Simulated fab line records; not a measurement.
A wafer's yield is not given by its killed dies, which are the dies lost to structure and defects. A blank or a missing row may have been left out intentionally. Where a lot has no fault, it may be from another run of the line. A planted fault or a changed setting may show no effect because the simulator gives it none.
The tool behind it: which one? | flow n5Finfet | Sampling: 10 lots, 30 wafers, 4 of 1938 route steps

## WHAT EACH GAUGE READ, for each wafer
N5_BEOL_M4_RC_MEAS_101. Usual: DIBL_N 36.0 mV/V, standard deviation 2.5; DIBL_P 36.7 mV/V, standard deviation 3; IOFF_N 0.16 nA/um, standard deviation 0.043; IOFF_P 0.21 nA/um, standard deviation 0.049; ION_N 673 uA/um, standard deviation 15; ION_P 461 uA/um, standard deviation 9.8; SS_N 71.5 mV/dec, standard deviation 0.83; SS_P 73.4 mV/dec, standard deviation 0.83; VT_N 250 mV, standard deviation 4; VT_P -251 mV, standard deviation 4.
lot  | measured     | on        | DIBL_N (mV/V)  | DIBL_P (mV/V)  | IOFF_N (nA/um) | IOFF_P (nA/um) | ION_N (uA/um) | ION_P (uA/um) | SS_N (mV/dec)  | SS_P (mV/dec)  | VT_N (mV)   | VT_P (mV)      | flag
L701 | day 7 16:49  | prober-02 | 41.7 36.4 36.7 | 41.5 34.4 34.5 | 0.27 0.14 0.15 | 0.30 0.17 0.18 | 687 663 664   | 465 449 449   | 73.2 71.2 71.7 | 75.1 73.3 74.0 | 244 255 255 | -247 -257 -255 | 
L702 | day 8 12:34  | prober-02 | 36.6 38.3 34.3 | 37.3 38.7 34.4 | 0.18 0.20 0.13 | 0.19 0.22 0.16 | 697 686 676   | 468 459 463   | 71.9 72.2 70.9 | 74.1 74.5 73.0 | 248 247 254 | -254 -251 -255 | 
L704 | day 8 18:52  | prober-01 | 29.9 35.4 32.0 | 30.0 36.9 32.9 | 0.09 0.16 0.11 | 0.13 0.22 0.17 | 677 671 675   | 470 467 475   | 69.7 71.6 71.5 | 71.6 72.5 71.8 | 256 245 254 | -257 -249 -250 | 
L705 | day 9 00:22  | prober-01 | 40.5 32.2 38.0 | 41.9 32.5 39.1 | 0.23 0.09 0.18 | 0.29 0.15 0.24 | 687 647 681   | 465 452 465   | 72.0 69.8 71.5 | 73.8 71.4 73.0 | 244 258 248 | -245 -253 -247 | 
L706 | day 9 07:55  | prober-01 | 34.7 39.3 35.2 | 36.8 41.9 37.8 | 0.13 0.24 0.14 | 0.22 0.32 0.23 | 668 697 660   | 469 476 461   | 71.1 72.0 70.2 | 74.0 74.6 74.2 | 250 244 253 | -248 -243 -248 | 
L707 | day 9 20:40  | prober-02 | 30.3 31.6 36.3 | 32.5 34.5 39.7 | 0.10 0.12 0.23 | 0.14 0.16 0.26 | 645 651 681   | 441 453 464   | 71.2 70.9 73.6 | 71.8 72.6 73.7 | 256 252 244 | -257 -254 -246 | 
L716 | day 12 06:11 | prober-01 | 34.1 37.5 33.7 | 34.3 37.5 34.6 | 0.12 0.18 0.12 | 0.15 0.20 0.17 | 682 693 666   | 458 462 460   | 70.1 72.1 71.0 | 72.9 74.3 73.0 | 251 249 253 | -257 -252 -252 | 
L720 | day 13 08:08 | prober-01 | 37.2 33.4 34.2 | 38.7 33.9 34.3 | 0.19 0.13 0.15 | 0.26 0.19 0.20 | 677 662 682   | 464 463 472   | 71.9 70.9 71.5 | 73.6 72.9 72.6 | 248 253 246 | -248 -250 -249 | 
L718 | day 13 08:08 | prober-02 | 34.8 31.6 27.6 | 37.1 33.3 28.4 | 0.16 0.11 0.07 | 0.19 0.14 0.11 | 679 664 649   | 462 454 455   | 71.5 70.2 69.4 | 73.4 72.8 71.7 | 248 258 258 | -252 -256 -257 | 
L722 | day 14 07:53 | prober-01 | 36.6 35.8 35.0 | 39.2 38.0 36.9 | 0.19 0.16 0.14 | 0.24 0.21 0.20 | 694 684 669   | 479 469 461   | 70.8 71.7 71.0 | 73.8 73.5 73.1 | 242 248 252 | -249 -251 -250 | 

## TOOL THAT RAN EACH LOT (tool first, then ch and the chambers of the sampled wafers, then the start)
lot  | N5_BEOL_M4_SPUTTER_90       | N5_BEOL_M4_ANNEAL_51            | N5_BEOL_M4_CO_CAP_55
L701 | pvdSputter-01, day 7 14:53  | rtpAnneal-02 ch 0, day 7 15:48  | cvdCo-01 ch 0,2, day 7 16:25
L702 | pvdSputter-01, day 8 10:21  | rtpAnneal-01 ch 0, day 8 11:39  | cvdCo-01 ch 0,1, day 8 12:19
L704 | pvdSputter-03, day 8 17:02  | rtpAnneal-01 ch 0, day 8 17:53  | cvdCo-01 ch 0,1, day 8 18:38
L705 | pvdSputter-02, day 8 22:31  | rtpAnneal-02 ch 0, day 8 23:23  | cvdCo-02 ch 0,2, day 9 00:05
L706 | pvdSputter-02, day 9 06:06  | rtpAnneal-02 ch 0, day 9 06:59  | cvdCo-01 ch 0,1,2, day 9 07:38
L707 | pvdSputter-01, day 9 18:55  | rtpAnneal-02 ch 0, day 9 19:46  | cvdCo-01 ch 1,2, day 9 20:26
L716 | pvdSputter-01, day 12 04:07 | rtpAnneal-02 ch 0, day 12 05:04 | cvdCo-01 ch 0,1, day 12 05:39
L720 | pvdSputter-03, day 13 06:10 | rtpAnneal-01 ch 0, day 13 07:08 | cvdCo-01 ch 1,2, day 13 07:45
L718 | pvdSputter-01, day 13 06:19 | rtpAnneal-02 ch 0, day 13 07:14 | cvdCo-02 ch 0,1,2, day 13 07:54
L722 | pvdSputter-03, day 14 05:44 | rtpAnneal-02 ch 0, day 14 06:47 | cvdCo-02 ch 1,2, day 14 07:38
- N5_BEOL_M4_SPUTTER_90: material Cu, target thk 4.5 nm, time 8.29 s.
- N5_BEOL_M4_ANNEAL_51: time 90 s.
- N5_BEOL_M4_CO_CAP_55: material Co, precursor CCTBA/H2, target thk 2 nm, time 102.1 s.

## AS READ BY THE TOOLS THEMSELVES (means over the sampled wafers that have a number; for cases with no such wafer, the mark the record gives instead)
N5_BEOL_M4_SPUTTER_90. Usual: throttleValvePct reads 29.8 % (standard deviation 1).
lot  | tool          | throttleValvePct (%) | flag
L701 | pvdSputter-01 | 29.3                 | 
L702 | pvdSputter-01 | 29.9                 | 
L704 | pvdSputter-03 | 31.1                 | 
L705 | pvdSputter-02 | 28.8                 | 
L706 | pvdSputter-02 | 29.9                 | 
L707 | pvdSputter-01 | 30.0                 | 
L716 | pvdSputter-01 | 29.8                 | 
L720 | pvdSputter-03 | 29.4                 | 
L718 | pvdSputter-01 | 29.9                 | 
L722 | pvdSputter-03 | 30.1                 | 

N5_BEOL_M4_ANNEAL_51. Usual: wafer_temp_C_max reads 226.31 (standard deviation 0.28).
lot  | tool         | wafer_temp_C_max | flag
L701 | rtpAnneal-02 | 226.36           | 
L702 | rtpAnneal-01 | 226.21           | 
L704 | rtpAnneal-01 | 226.50           | 
L705 | rtpAnneal-02 | 226.47           | 
L706 | rtpAnneal-02 | 226.44           | 
L707 | rtpAnneal-02 | 226.55           | 
L716 | rtpAnneal-02 | 225.93           | 
L720 | rtpAnneal-01 | 226.23           | 
L718 | rtpAnneal-02 | 226.11           | 
L722 | rtpAnneal-02 | 226.57           | 

N5_BEOL_M4_CO_CAP_55. Usual: heaterPowerW 251 W, standard deviation 30; runLengthS 124.7 s, standard deviation 0.41.
lot  | tool     | heaterPowerW (W) | runLengthS (s) | flag
L701 | cvdCo-01 | 222              | 124.6          | 
L702 | cvdCo-01 | 245              | 125.2          | 
L704 | cvdCo-01 | 245              | 125.0          | 
L705 | cvdCo-02 | 265              | 124.2          | 
L706 | cvdCo-01 | 237              | 124.8          | 
L707 | cvdCo-01 | 221              | 125.0          | 
L716 | cvdCo-01 | 247              | 138.7          | OFF
L720 | cvdCo-01 | 238              | 153.1          | OFF
L718 | cvdCo-02 | 284              | 124.5          | 
L722 | cvdCo-02 | 299              | 124.8          | 

## THE ANSWER, worked out from the rows above alone
Rule: lot off if the mean of its wafers having a number is beyond 3 standard deviations from the usual mean. Also off: a lot with no number at a reading for which 4 or more lots have one. The other lots that the step has rows for count as sound. After the gauges, taken in route order, come the tools' own readings; for these a lot's mean is taken, as printed above. At the first step where some lot is off, the reading lying furthest off is the one used; lots without a number count as furthest.
Off: L716, L720, at N5_BEOL_M4_CO_CAP_55 (runLengthS).
A tool fits if, at that step or a process step before it, it ran every lot that is off, and no sound lot after the first of them. One fits: N5_BEOL_M4_CO_CAP_55 on cvdCo-01. Its last sound lot is L707 (day 9 20:26), its first lot that is off L716 (day 12 05:39): a fault that began between those two fits.
The tool's own readings at N5_BEOL_M4_CO_CAP_55 bear it out: on the lots that are off they differ by more than 5 times the standard deviation of the sound lots' means. runLengthS reads 145.9 s there against 124.8 s on the sound lots.

## WHAT HAD BEEN PUT IN BY THE SIMULATOR
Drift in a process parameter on cvdCo-01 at N5_BEOL_M4_CO_CAP_55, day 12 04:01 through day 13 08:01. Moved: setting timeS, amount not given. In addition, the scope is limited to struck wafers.
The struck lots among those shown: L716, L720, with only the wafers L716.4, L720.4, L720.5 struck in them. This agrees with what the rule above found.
